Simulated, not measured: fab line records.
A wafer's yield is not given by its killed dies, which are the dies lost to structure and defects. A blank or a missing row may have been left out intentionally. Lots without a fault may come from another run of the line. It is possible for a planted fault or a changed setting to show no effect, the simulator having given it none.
fab line records	flow n5_finfet
[record] lots = 11	wafers = 32	last_day = 19
route steps=1938 shown BEOL_M5@1113 PASSIVATION@1936
lots untouched by any fault: they come from a run of this same line in which no faults occurred
start_h: hours from the record's opening day to when the first of the lot's shown wafers began	wait_h: hours since the lot's step before	" unchanged from the row above	L1.1+2: a row that stands for several wafers	- either no value or no given start	* or withheld: withheld	< > ~ a bound
route shown NAME@n: NAME is a module with steps in the file, n the number in the route of the first one	usual: mean/standard deviation of fault-free wafers	same: alike in all rows	chamber/n: place in a boat	sites: the reading at each site	_std_site: how widely they spread, as a standard deviation	_edge_site: outer sites' mean less inner sites'	radius_mm: for every site, how far away it sits from the centre of the wafer	mask NAME#n: copy n	behind: tool/chamber where the wafer was last shaped	hold: reason for holding the lot/hours on hold/outcome of the hold	device: which transistor (n, p or np) failed to switch	end of line: at the end of the route, the tests of the same wafers	where a step has no rows: the recipe by itself	killed: not the wafer's yield, but the dies lost to structure and defects at the first sort	map: the dies of a wafer, with x for killed, . for not killed, _ for no die there
set.NAME: the run value of the setting; set.NAME@STEP: its run value at that earlier step	model.NAME: the simulator's own value behind a step, which no gauge read
steps of the route over a sample of lots; a table a step, a row a wafer
services: the hour from which a tool's chamber was out of use, counted from the record's first day as start_h (under 0 if before that day), plus the number of hours and why
[[steps]]
[step N5_BEOL_M5_CURE_79]
[recipe] temp_c = 385	time_s = 240	ambient = He/Ar	material = SiCOH_lowk
[usual] lamp_power_pct = 52.31/0.05	wafer_temp_C_max = 387.2/0.57
[same] time_s = 240
lot.wafer	tool	chamber	start_h	wait_h	lamp_power_pct	wafer_temp_C_max
L639.2	uv_cure-02	0	184.79	0.1	52.30	387.7
L639.5	"	0	"	"	52.34	387.2
L639.6	"	0	"	"	52.22	387.0
L642.4	uv_cure-01	1	253.54	0.5	52.26	386.7
L642.5	"	1	"	"	52.34	387.1
L642.6	"	1	"	"	52.42	386.4
L644.5	uv_cure-02	1	267.41	0.3	52.33	388.9
L644.6	"	1	"	"	52.35	389.0
L643.1	uv_cure-02	1	271.39	0.0	52.33	387.6
L643.4	"	1	"	"	52.28	387.1
L643.6	"	1	"	"	52.31	387.9
L647.2	uv_cure-02	0	274.65	0.1	52.32	386.3
L647.4	"	0	"	"	52.22	386.8
L647.6	"	0	"	"	52.26	386.8
L651.1	uv_cure-03	2	303.95	0.0	52.31	388.1
L651.4	"	2	"	"	52.22	387.1
L651.5	"	2	"	"	52.26	387.6
L654.2	uv_cure-01	1	310.67	0.1	52.28	386.0
L654.4	"	1	"	"	52.36	386.3
L654.5	"	1	"	"	52.30	386.6
L658.1	uv_cure-03	2	313.37	0.0	52.27	387.8
L658.2	"	2	"	"	52.42	387.1
L658.5	"	2	"	"	52.27	387.3
L660.2	uv_cure-01	0	360.55	0.1	52.23	388.5
L660.4	"	0	"	"	52.35	387.7
L660.5	"	0	"	"	52.21	387.5
L662.1	uv_cure-01	0	362.98	0.0	52.36	386.9
L662.2	"	0	"	"	52.39	387.4
L662.3	"	0	"	"	52.28	387.7
L661.1	uv_cure-03	2	363.06	0.0	52.43	388.0
L661.5	"	2	"	"	52.26	387.2
L661.6	"	2	"	"	52.28	387.4
[step N5_BEOL_M5_OVL_MEAS_12]
[recipe] points_per_wafer = 522
[usual] M5_OVL = 0.3/0.71
lot.wafer	tool	chamber	start_h	wait_h	M5_OVL[nm]
L639.2	overlay-02	0	185.89	0.0	0.8
L639.5	"	0	"	"	0.2
L639.6	"	0	"	"	0.4
L642.4	overlay-01	0	256.55	0.0	-0.2
L642.5	"	0	"	"	0.3
L642.6	"	0	"	"	-0.5
L644.5	overlay-01	0	270.10	0.0	0.2
L644.6	"	0	"	"	1.3
L643.1	overlay-01	0	274.59	0.0	-0.9
L643.4	"	0	"	"	0.2
L643.6	"	0	"	"	-0.9
L647.2	overlay-01	0	275.62	0.0	0.2
L647.4	"	0	"	"	-0.4
L647.6	"	0	"	"	0.4
L651.1	overlay-01	0	305.57	0.0	0.7
L651.4	"	0	"	"	1.0
L651.5	"	0	"	"	0.8
L654.2	overlay-02	0	312.35	0.0	-0.5
L654.4	"	0	"	"	-0.5
L654.5	"	0	"	"	0.4
L658.1	overlay-01	0	315.01	0.0	1.0
L658.2	"	0	"	"	0.5
L658.5	"	0	"	"	0.9
L660.2	overlay-02	0	362.36	0.0	0.4
L660.4	"	0	"	"	0.7
L660.5	"	0	"	"	1.0
L661.1	overlay-01	0	364.83	0.0	-0.9
L661.5	"	0	"	"	0.0
L661.6	"	0	"	"	1.0
L662.1	overlay-01	0	365.21	0.0	1.3
L662.2	"	0	"	"	0.9
L662.3	"	0	"	"	1.0
[step N5_BEOL_M5_DESCUM_16]
[recipe] chemistry = O2	time_s = 7	source_power_w = 50	bias_power_w = 20	pressure_mtorr = 20	rf_frequency_hz = 2.712e+07	temp_c = 40	resist = CAR-EUV	o2_flow_sccm = 225
[usual] drypump_motor_current_A = 5.8/0.64	oes_product_au = 0.76/0.069	rf_vpp_V = 242.8/1.4	showerhead_plenum_p_Torr = 2.08/0.07	temp_c = 40.00/0.12	throttle_valve_pct = 20.42/0.25
[same] time_s = 7
lot.wafer	tool	chamber	start_h	wait_h	drypump_motor_current_A	oes_product_au	rf_hours_counter_h	rf_vpp_V	showerhead_plenum_p_Torr	temp_c	throttle_valve_pct
L639.2	rie_diel-06	1	186.03	0.1	5.0	0.75	144	242.6	2.09	40.08	20.51
L639.5	"	2	"	"	6.6	0.79	-	243.1	2.11	39.77	20.44
L639.6	"	1	"	"	5.0	0.75	-	242.9	2.09	40.05	20.50
L642.4	rie_diel-02	1	256.62	0.0	5.0	0.91	26	243.1	2.14	40.12	20.38
L642.5	"	3	"	"	5.6	0.81	-	241.2	1.96	40.20	20.45
L642.6	"	0	"	"	5.5	0.69	-	240.4	1.96	40.14	20.33
L644.5	rie_diel-02	0	270.18	0.0	5.5	0.68	-	241.2	1.96	39.94	20.33
L644.6	"	3	"	"	5.6	0.81	-	241.0	1.96	40.27	20.45
L643.1	rie_diel-05	2	274.68	0.0	5.0	0.73	181	243.9	2.19	39.96	20.56
L643.4	"	3	"	"	6.2	0.73	-	244.3	2.07	40.02	20.72
L643.6	"	1	"	"	6.1	0.79	-	244.6	2.07	40.11	20.07
L647.2	rie_diel-05	1	275.71	0.0	6.1	0.79	126	243.2	2.07	40.14	20.07
L647.4	"	0	"	"	5.9	1.01	0	244.7	2.13	39.94	19.88
L647.6	"	1	"	"	6.1	0.78	-	243.3	2.07	40.00	20.05
L651.1	rie_diel-06	0	305.67	0.0	5.1	0.75	172	243.0	2.11	39.77	20.38
L651.4	"	2	"	"	6.6	0.76	130	244.6	2.10	40.27	20.48
L651.5	"	3	"	"	6.6	0.71	-	242.2	1.99	39.68	20.28
L654.2	rie_diel-02	0	312.47	0.1	5.5	0.68	249	242.0	1.96	40.09	20.35
L654.4	"	2	"	"	6.4	0.71	216	242.4	2.09	39.86	21.04
L654.5	"	3	"	"	5.6	0.80	-	242.8	1.95	39.98	20.47
L658.1	rie_diel-05	3	315.12	0.0	6.1	0.71	191	242.2	2.07	39.69	20.74
L658.2	"	0	"	"	5.9	0.95	11	242.6	2.13	39.89	19.87
L658.5	"	1	"	"	6.1	0.79	-	243.6	2.07	39.98	20.07
L660.2	rie_diel-05	2	362.45	0.0	5.0	0.71	204	244.7	2.18	40.07	20.60
L660.4	"	3	"	"	6.1	0.70	-	243.0	2.07	39.90	20.77
L660.5	"	1	"	"	6.1	0.76	-	244.5	2.07	39.80	20.11
L661.1	rie_diel-06	3	364.93	0.0	6.6	0.70	214	241.0	1.99	40.14	20.32
L661.5	"	2	"	"	6.6	0.74	-	243.6	2.09	40.21	20.49
L661.6	"	1	"	"	5.0	0.72	-	244.1	2.08	40.00	20.56
L662.1	rie_diel-06	2	365.37	0.1	6.6	0.75	148	242.7	2.09	39.97	20.50
L662.2	"	1	"	"	5.0	0.71	186	242.8	2.08	40.25	20.56
L662.3	"	0	"	"	5.0	0.74	189	243.3	2.11	40.09	20.41
[step N5_BEOL_M5_COAT_22]
[recipe] resist = CAR-EUV	spin_rpm = 1500	resist_thk_nm = 30
[usual] spin_speed_rpm = 1500.0/1.1
lot.wafer	tool	chamber	start_h	wait_h	spin_speed_rpm
L639.2	litho_track-05	0	187.57	-	1498.4
L639.5	"	0	"	"	1499.4
L639.6	"	0	"	"	1499.6
L642.4	litho_track-05	0	257.26	-	1498.8
L642.5	"	0	"	"	1499.4
L642.6	"	0	"	"	1499.7
L644.5	litho_track-05	0	273.28	-	1415.9
L644.6	"	0	"	"	1416.6
L643.1	litho_track-02	0	278.00	-	1499.6
L643.4	"	0	"	"	1500.3
L643.6	"	0	"	"	1500.9
L647.2	litho_track-02	0	278.34	-	1499.4
L647.4	"	0	"	"	1502.4
L647.6	"	0	"	"	1500.2
L651.1	litho_track-05	0	307.46	-	1417.3
L651.4	"	0	"	"	1416.4
L651.5	"	0	"	"	1416.5
L658.1	litho_track-03	0	318.78	-	1500.4
L658.2	"	0	"	"	1501.2
L658.5	"	0	"	"	1498.8
L654.2	litho_track-02	0	318.78	-	1501.3
L654.4	"	0	"	"	1498.8
L654.5	"	0	"	"	1498.4
L660.2	litho_track-03	0	363.47	-	1501.5
L660.4	"	0	"	"	1498.4
L660.5	"	0	"	"	1499.5
L661.1	litho_track-03	0	368.12	-	1501.9
L661.5	"	0	"	"	1498.0
L661.6	"	0	"	"	1500.6
L662.1	litho_track-05	0	368.21	-	1498.7
L662.2	"	0	"	"	1498.2
L662.3	"	0	"	"	1499.6
[step N5_PASSIVATION_PROBE_49]
[usual] defect_limited_yield = 91.4/1.2	killed_at_M0_to_M3 = 34/9.1	killed_at_M4_up = 14/5.8	killed_at_contacts = 13/6	killed_at_front_end = 38/10	killed_at_other = 3.2/2.7	killed_dies = 102/14	killed_open = 68/11	killed_short = 32/7.2	sort_bin_5_function = 5.1/0.83	sort_bin_6_memory = 3.2/0.56	sort_bin_8_speed = 0.01/0.064	sort_n_pass = 1078/14	sort_yield_pct = 91.4/1.2
[same] gross_dies = 1180	killed_at_back_side = 0	sort_bin_4_leakage[%] = 0
lot.wafer	tool	chamber	start_h	wait_h	defect_limited_yield[%]	killed_at_M0_to_M3	killed_at_M4_up	killed_at_contacts	killed_at_front_end	killed_at_other	killed_dies	killed_open	killed_short	sort_bin_5_function[%]	sort_bin_6_memory[%]	sort_bin_8_speed[%]	sort_n_pass	sort_yield_pct[%]
L644.5	prober-01	-	388.50	0.2	92.5	29	6	14	34	6	89	57	31	4.2	3.1	0	1091	92.5
L647.2	prober-01	-	391.50	0.1	93.3	19	20	9	31	0	79	53	20	3.4	3.0	0	1101	93.3
L647.4	prober-01	-	391.60	0.2	93.7	19	13	21	20	1	74	52	17	3.4	2.7	0	1106	93.7
L647.6	prober-01	-	391.70	0.3	93.3	24	11	13	31	0	79	49	29	3.6	3.0	0	1101	93.3
L651.5	prober-02	-	424.41	0.2	90.8	34	7	8	54	6	109	76	31	4.7	4.1	0	1071	90.8
L654.2	prober-01	-	425.02	0.1	91.5	23	16	6	47	8	100	58	39	4.7	3.6	0	1080	91.5
L654.4	prober-01	-	425.12	0.2	92.4	15	16	3	44	12	90	47	42	4.4	3.1	0	1090	92.4
L654.5	prober-01	-	425.17	0.2	91.6	29	17	12	37	4	99	63	32	4.9	3.1	0	1081	91.6
// killed by level:class
L644.5 MOL_CONTACT_COAG:geometric_particle:open=10 BEOL_M0_SAQP:geometric_particle:short=10 FIN_SAQP:geometric_particle:open=6 BEOL_M2:geometric_particle:open=6 BEOL_M0_SAQP:geometric_particle:open=5 STI_FIN_REVEAL:geometric_particle:open=4 DUMMY_GATE:geometric_particle:open=4 MOL_CONTACT_COAG:geometric_particle:short=4
L647.2 MOL_CONTACT_COAG:geometric_particle:open=8 FIN_SAQP:geometric_particle:open=6 GATE_CUT:geometric_particle:short=5 STI_FIN_REVEAL:geometric_particle:open=4 DUMMY_GATE:geometric_particle:open=4 BEOL_M0_SAQP:geometric_particle:short=4 BEOL_M0:geometric_particle:open=4 BEOL_M4:geometric_particle:open=4
L647.4 MOL_CONTACT_COAG:geometric_particle:open=16 DUMMY_GATE:geometric_particle:open=7 FIN_SAQP:geometric_particle:open=5 MOL_CONTACT_COAG:geometric_particle:short=5 BEOL_M0_SAQP:geometric_particle:open=4 BEOL_M3:geometric_particle:open=4 BEOL_M1:geometric_particle:open=3 BEOL_M2:geometric_particle:open=3
L647.6 MOL_CONTACT_COAG:geometric_particle:open=10 BEOL_M4:geometric_particle:open=7 FIN_SAQP:geometric_particle:short=6 BEOL_M0_SAQP:geometric_particle:open=6 BEOL_M2:geometric_particle:open=6 GATE_CUT:geometric_particle:short=5 FIN_SAQP:geometric_particle:open=4 BEOL_M0_SAQP:geometric_particle:short=4
L651.5 STI_FIN_REVEAL:geometric_particle:open=13 FIN_SAQP:geometric_particle:open=9 BEOL_M0_SAQP:geometric_particle:open=9 DUMMY_GATE:geometric_particle:open=8 MOL_CONTACT_COAG:geometric_particle:open=8 FIN_SAQP:geometric_particle:short=6 BEOL_M1:geometric_particle:open=6 BEOL_M0_SAQP:geometric_particle:short=5
L654.2 FIN_SAQP:geometric_particle:open=9 GATE_CUT:geometric_particle:short=7 BEOL_M0_SAQP:geometric_particle:short=7 BEOL_M0_SAQP:geometric_particle:open=6 GATE_CUT:geometric_particle:open=5 MOL_CONTACT_COAG:geometric_particle:open=5 STARTING-WAFER:geometric_particle:open=5 FIN_SAQP:geometric_particle:short=4
L654.4 FIN_SAQP:geometric_particle:short=12 FIN_SAQP:geometric_particle:open=8 BEOL_M0_SAQP:geometric_particle:short=8 STI_FIN_REVEAL:geometric_particle:open=7 BEOL_M4:geometric_particle:open=6 PASS1_CAP:geometric_particle:short=5 STI_FIN_REVEAL:geometric_particle:short=4 SDB:geometric_particle:open=3
L654.5 BEOL_M1:geometric_particle:open=10 FIN_SAQP:geometric_particle:open=9 FIN_SAQP:geometric_particle:short=8 MOL_CONTACT_COAG:geometric_particle:open=8 BEOL_M0_SAQP:geometric_particle:short=7 BEOL_M5:geometric_particle:open=5 GATE_CUT:geometric_particle:open=4 BEOL_M0_SAQP:geometric_particle:open=4
[[services]]
tool	chamber	start_h	hours	kind
uv_cure-01	-	178.75	4.5	pm
rie_diel-06	1	191.50	1.4	repair
uv_cure-01	-	192.92	2.6	repair
uv_cure-01	-	222.17	2.7	repair
rie_diel-06	2	239.31	3.9	repair
rie_diel-02	3	241.79	7.1	repair
rie_diel-05	0	257.97	-	clean
rie_diel-05	0	257.97	-	consumable_replace:focus_ring
rie_diel-05	0	257.97	16.8	scheduled_down
rie_diel-05	0	257.97	16.8	vent_cycle
rie_diel-06	-	266.99	1.0	repair
uv_cure-02	-	300.44	0.7	repair
rie_diel-02	0	319.57	-	clean
rie_diel-02	0	319.57	-	consumable_replace:focus_ring
rie_diel-02	0	319.57	-	consumable_replace:showerhead
rie_diel-02	0	319.57	16.1	scheduled_down
rie_diel-02	0	319.57	16.1	vent_cycle
uv_cure-03	-	324.87	7.5	pm
rie_diel-05	0	359.41	10.1	repair
litho_track-02	-	360.60	-	consumable_replace:filter
uv_cure-02	-	362.30	1.0	pm
uv_cure-03	-	366.16	1.3	repair
[[key]]
[first_sign] step = N5_BEOL_M5_COAT_22	reading = spin_speed_rpm	direction = down	sigmas = 73	usual = *	struck = *
effect none on later readings
met_at N5_BEOL_M5_COAT_22
struck_lots L644,L651
not_acting_at N5_BEOL_M5_CURE_79,N5_BEOL_M5_OVL_MEAS_12,N5_BEOL_M5_DESCUM_16
onset_between 257.26 273.28
[fault] kind = process_parameter_drift	tool = litho_track-05	chamber = -	onset_h = 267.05	steps = N5_BEOL_M5_COAT_22	channel = spin_rpm	offset = *	shape = step	end_h = 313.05	acts_in = *	stated = *
